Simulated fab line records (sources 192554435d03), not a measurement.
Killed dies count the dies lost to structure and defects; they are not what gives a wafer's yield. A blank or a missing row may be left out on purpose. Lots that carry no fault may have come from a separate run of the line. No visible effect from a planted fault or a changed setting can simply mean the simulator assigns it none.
Which tool is to blame?    flow n5_finfet    72 wafers from 24 lots sampled at 6 of the route's 1938 steps

WHAT THE GAUGES READ, wafer by wafer
N5_BEOL_M11_OVL_MEAS_12.
lot   measured      on          M11_OVL (nm)
L074  day 11 21:13  overlay-02  1.1 0.5 0.1
L076  day 12 03:57  overlay-02  0.3 2.2 1.2
L075  day 12 04:55  overlay-02  -0.7 -0.6 -0.5
L077  day 12 08:07  overlay-02  0.8 -0.3 -0.7
L078  day 12 19:42  overlay-02  1.9 1.1 0.0
L080  day 13 03:34  overlay-02  -0.5 -1.8 -0.2
L079  day 13 08:02  overlay-01  -0.6 1.0 0.3
L081  day 13 10:44  overlay-01  0.2 0.5 0.2
L082  day 13 17:07  overlay-01  0.3 1.4 0.9
L083  day 13 20:49  overlay-02  0.5 -0.1 -0.2
L084  day 14 01:58  overlay-01  0.3 0.4 0.9
L087  day 14 11:47  overlay-02  0.4 0.0 0.4
L085  day 14 21:47  overlay-01  0.4 0.8 -0.5
L086  day 15 03:07  overlay-01  0.6 -0.2 0.1
L089  day 15 06:31  overlay-01  0.4 1.2 1.2
L091  day 15 10:28  overlay-01  0.4 0.1 0.4
L088  day 15 10:45  overlay-02  -0.6 0.2 0.2
L092  day 15 13:33  overlay-01  0.7 0.1 0.3
L090  day 16 01:06  overlay-01  1.1 0.6 0.4
L093  day 16 22:41  overlay-02  1.0 1.3 0.0
L095  day 16 23:29  overlay-02  -0.7 0.2 -0.5
L094  day 17 07:25  overlay-01  0.5 1.4 -0.3
L097  day 18 00:52  overlay-02  0.3 -0.4 0.7
L096  day 18 03:21  overlay-01  1.2 0.9 0.9

N5_BEOL_M11_RS_MEAS_57: a four-point-probe measurement.
lot   measured      on             M11_RS (ohm/sq)
L074  day 12 01:49  film_metro-02  0.153 0.147 0.157
L076  day 12 08:53  film_metro-02  0.155 0.152 0.153
L075  day 12 09:10  film_metro-02  0.150 0.152 0.155
L077  day 12 17:07  film_metro-02  0.157 0.159 0.146
L078  day 13 01:00  film_metro-02  0.157 0.161 0.148
L080  day 13 09:51  film_metro-02  0.151 0.151 0.148
L079  day 13 14:14  film_metro-01  0.146 0.153 0.152
L081  day 13 16:34  film_metro-01  0.147 0.153 0.152
L082  day 14 00:04  film_metro-01  0.159 0.152 0.149
L083  day 14 00:34  film_metro-02  0.154 0.154 0.154
L084  day 14 07:43  film_metro-02  0.158 0.154 0.149
L087  day 14 17:16  film_metro-02  0.151 0.145 0.154
L085  day 15 03:03  film_metro-01  0.158 0.149 0.161
L086  day 15 08:07  film_metro-01  0.154 0.158 0.154
L089  day 15 11:23  film_metro-01  0.153 0.143 0.148
L091  day 15 15:20  film_metro-01  0.156 0.148 0.146
L088  day 15 17:04  film_metro-01  0.146 0.150 0.151
L092  day 15 20:20  film_metro-02  0.151 0.159 0.152
L090  day 16 09:39  film_metro-01  0.145 0.158 0.157
L093  day 17 03:22  film_metro-02  0.156 0.149 0.153
L095  day 17 04:42  film_metro-01  0.155 0.145 0.152
L094  day 17 14:14  film_metro-02  0.146 0.156 0.157
L097  day 18 05:57  film_metro-02  0.155 0.150 0.152
L096  day 18 08:39  film_metro-02  0.148 0.158 0.150

N5_BEOL_M12_INSPECT_12: inspects for defects (macro).
lot   measured      on                 raw_defect_count
L074  day 12 02:32  defect_inspect-01  0 2 2
L076  day 12 09:34  defect_inspect-01  4 1 2
L075  day 12 09:43  defect_inspect-01  6 2 1
L077  day 12 17:47  defect_inspect-02  1 2 1
L078  day 13 01:41  defect_inspect-02  3 1 0
L080  day 13 10:32  defect_inspect-02  0 1 1
L079  day 13 14:57  defect_inspect-02  2 3 1
L081  day 13 17:14  defect_inspect-02  0 0 2
L082  day 14 00:45  defect_inspect-01  2 3 2
L083  day 14 01:07  defect_inspect-02  0 1 6
L084  day 14 08:23  defect_inspect-01  2 4 3
L087  day 14 18:00  defect_inspect-02  2 2 1
L085  day 15 03:55  defect_inspect-01  2 3 3
L086  day 15 08:48  defect_inspect-02  0 4 4
L089  day 15 11:56  defect_inspect-01  6 2 0
L091  day 15 16:01  defect_inspect-02  1 1 0
L088  day 15 17:37  defect_inspect-01  5 1 3
L092  day 15 21:01  defect_inspect-01  2 3 4
L090  day 16 10:20  defect_inspect-01  3 2 1
L093  day 17 04:02  defect_inspect-01  2 4 3
L095  day 17 05:23  defect_inspect-02  4 0 2
L094  day 17 14:55  defect_inspect-02  2 1 2
L097  day 18 06:31  defect_inspect-01  5 1 1
L096  day 18 09:20  defect_inspect-01  3 1 0

N5_BEOL_M12_CD_MEAS_28: the cd target is 160.2 nm.
lot   measured      on         cd_nm (nm)
L074  day 12 03:31  cd_sem-03  162.5 162.5 160.4
L076  day 12 10:35  cd_sem-01  157.6 159.5 160.2
L075  day 12 10:37  cd_sem-03  158.4 159.0 160.6
L077  day 12 18:38  cd_sem-03  163.0 164.4 160.1
L078  day 13 02:32  cd_sem-01  162.0 158.6 160.1
L080  day 13 11:31  cd_sem-02  162.2 162.5 160.1
L079  day 13 15:48  cd_sem-02  160.5 161.7 160.4
L081  day 13 18:07  cd_sem-02  159.8 160.3 159.7
L082  day 14 01:43  cd_sem-01  157.7 163.1 160.2
L083  day 14 01:58  cd_sem-03  162.0 159.1 163.2
L084  day 14 09:21  cd_sem-01  158.5 159.9 160.8
L087  day 14 19:05  cd_sem-02  159.8 161.3 157.3
L085  day 15 04:54  cd_sem-01  161.5 161.9 161.1
L086  day 15 10:05  cd_sem-03  163.4 161.0 161.1
L089  day 15 13:14  cd_sem-02  159.2 157.3 161.2
L091  day 15 17:07  cd_sem-02  163.6 161.2 162.0
L088  day 15 18:35  cd_sem-03  161.1 163.0 160.8
L092  day 15 22:02  cd_sem-02  163.2 161.3 161.3
L090  day 16 11:19  cd_sem-02  159.4 161.8 160.4
L093  day 17 05:01  cd_sem-03  161.0 161.8 164.8
L095  day 17 06:23  cd_sem-01  159.0 161.7 160.2
L094  day 17 15:53  cd_sem-01  164.0 163.7 160.7
L097  day 18 07:22  cd_sem-01  159.4 158.2 162.1
L096  day 18 10:36  cd_sem-02  159.3 163.6 163.3

N5_BEOL_M13_INSPECT_12: inspects for defects (macro).
lot   measured      on                 raw_defect_count
L074  day 12 06:41  defect_inspect-02  1 3 3
L076  day 12 18:05  defect_inspect-02  4 1 4
L075  day 12 15:24  defect_inspect-02  0 0 0
L077  day 12 22:09  defect_inspect-02  4 2 2
L078  day 13 13:02  defect_inspect-02  1 4 6
L080  day 13 14:55  defect_inspect-02  3 1 4
L079  day 13 19:36  defect_inspect-01  3 4 1
L081  day 13 22:54  defect_inspect-01  3 2 0
L082  day 14 06:29  defect_inspect-02  2 0 0
L083  day 14 07:01  defect_inspect-02  2 0 2
L084  day 14 14:52  defect_inspect-02  0 2 4
L087  day 14 23:41  defect_inspect-02  1 4 2
L085  day 15 08:14  defect_inspect-02  4 1 3
L086  day 15 13:28  defect_inspect-01  5 1 4
L089  day 15 19:22  defect_inspect-02  2 3 3
L091  day 16 00:20  defect_inspect-02  1 0 1
L088  day 16 01:25  defect_inspect-02  5 3 1
L092  day 16 08:47  defect_inspect-01  1 0 0
L090  day 16 17:27  defect_inspect-01  3 2 0
L093  day 17 09:50  defect_inspect-02  2 3 2
L095  day 17 13:31  defect_inspect-01  2 2 2
L094  day 17 23:10  defect_inspect-02  2 0 2
L097  day 18 12:25  defect_inspect-01  4 2 2
L096  day 18 13:43  defect_inspect-01  1 0 1

WHICH TOOL RAN EACH LOT (tool, then ch and the chambers of the sampled wafers, then the start)
lot   N5_BEOL_M13_ILD_DEP_00
L074  pecvd-02 ch 0,1,2, day 12 06:03
L076  pecvd-01 ch 0,1,2, day 12 17:28
L075  pecvd-03 ch 0,1,2, day 12 14:53
L077  pecvd-03 ch 1,2, day 12 21:31
L078  pecvd-02 ch 0,2, day 13 12:24
L080  pecvd-03 ch 0,1, day 13 14:24
L079  pecvd-01 ch 0,1, day 13 18:58
L081  pecvd-03 ch 0,1,2, day 13 22:23
L082  pecvd-02 ch 0,2, day 14 05:51
L083  pecvd-01 ch 0,1,2, day 14 06:31
L084  pecvd-02 ch 0,1, day 14 14:21
L087  pecvd-02 ch 0,1,2, day 14 23:11
L085  pecvd-02 ch 0,1, day 15 07:43
L086  pecvd-02 ch 0,1, day 15 12:57
L089  pecvd-02 ch 1,2, day 15 18:44
L091  pecvd-03 ch 1,2, day 15 23:50
L088  pecvd-01 ch 0,1,2, day 16 00:54
L092  pecvd-02 ch 0,1, day 16 08:10
L090  pecvd-02 ch 0,2, day 16 16:49
L093  pecvd-01 ch 0,1,2, day 17 09:12
L095  pecvd-02 ch 0, day 17 12:50
L094  pecvd-02 ch 0,2, day 17 22:29
L097  pecvd-03 ch 0,1, day 18 11:55
L096  pecvd-01 ch 0,1,2, day 18 13:11
- N5_BEOL_M13_ILD_DEP_00: deposits SiOC from DEMS/O2, target thk 837.92 nm, time 166.4 s.

WHAT THE TOOLS THEMSELVES READ (means of the sampled wafers that have a number; where no wafer has one, the mark that the record gives instead)
N5_BEOL_M13_ILD_DEP_00.
lot   tool      heater_power_w (W)  showerhead_plenum_p_Torr (Torr)  showerhead_vpp_V (V)  throttle_valve_pct (%)
L074  pecvd-02  485                 5.696                            1387                  11.9
L076  pecvd-01  485                 5.680                            1405                  12.3
L075  pecvd-03  429                 5.697                            1347                  12.6
L077  pecvd-03  460                 5.693                            1334                  12.2
L078  pecvd-02  502                 5.684                            1323                  12.0
L080  pecvd-03  488                 5.691                            1375                  12.6
L079  pecvd-01  526                 5.704                            1394                  12.3
L081  pecvd-03  440                 5.698                            1344                  12.4
L082  pecvd-02  512                 5.682                            1316                  12.0
L083  pecvd-01  502                 5.695                            1407                  12.3
L084  pecvd-02  475                 5.697                            1315                  12.2
L087  pecvd-02  499                 5.696                            1366                  11.9
L085  pecvd-02  461                 5.681                            1311                  12.3
L086  pecvd-02  492                 5.695                            1314                  12.2
L089  pecvd-02  482                 5.690                            1451                  11.5
L091  pecvd-03  437                 5.693                            1319                  12.2
L088  pecvd-01  509                 5.686                            1408                  12.3
L092  pecvd-02  484                 5.694                            1305                  12.2
L090  pecvd-02  501                 5.689                            1328                  12.0
L093  pecvd-01  486                 5.688                            1404                  12.6
L095  pecvd-02  469                 5.686                            1259                  12.5
L094  pecvd-02  516                 5.698                            1339                  12.2
L097  pecvd-03  459                 5.702                            1366                  12.6
L096  pecvd-01  487                 5.680                            1393                  12.5

THE ANSWER, worked out from the rows above alone
Rule: the lots themselves supply what counts as usual. The widest of any qualifying gaps counts: lots, ordered by their means at a reading, are off when they make up no more than a third of the lots, leave a main group of 4 or more, and stand apart from it by 3 or more times the standard deviation of that group's means. A main group is skipped when, at the precision printed for the reading in the tables above, its means are all equal. A lot without any number at a reading at which 4 lots or more have one is off too. Where the step has rows for the other lots, those lots are counted as sound. After the gauges, taken in route order, come the tools' own readings; for these a lot's mean is taken, as printed above. The first step at which some lot is off is used, and at that step the reading that is off furthest; a lot without a number counts as furthest.
No lot is off at any reading shown: from this, nothing can be told.

WHAT WAS PUT IN BY THE SIMULATOR
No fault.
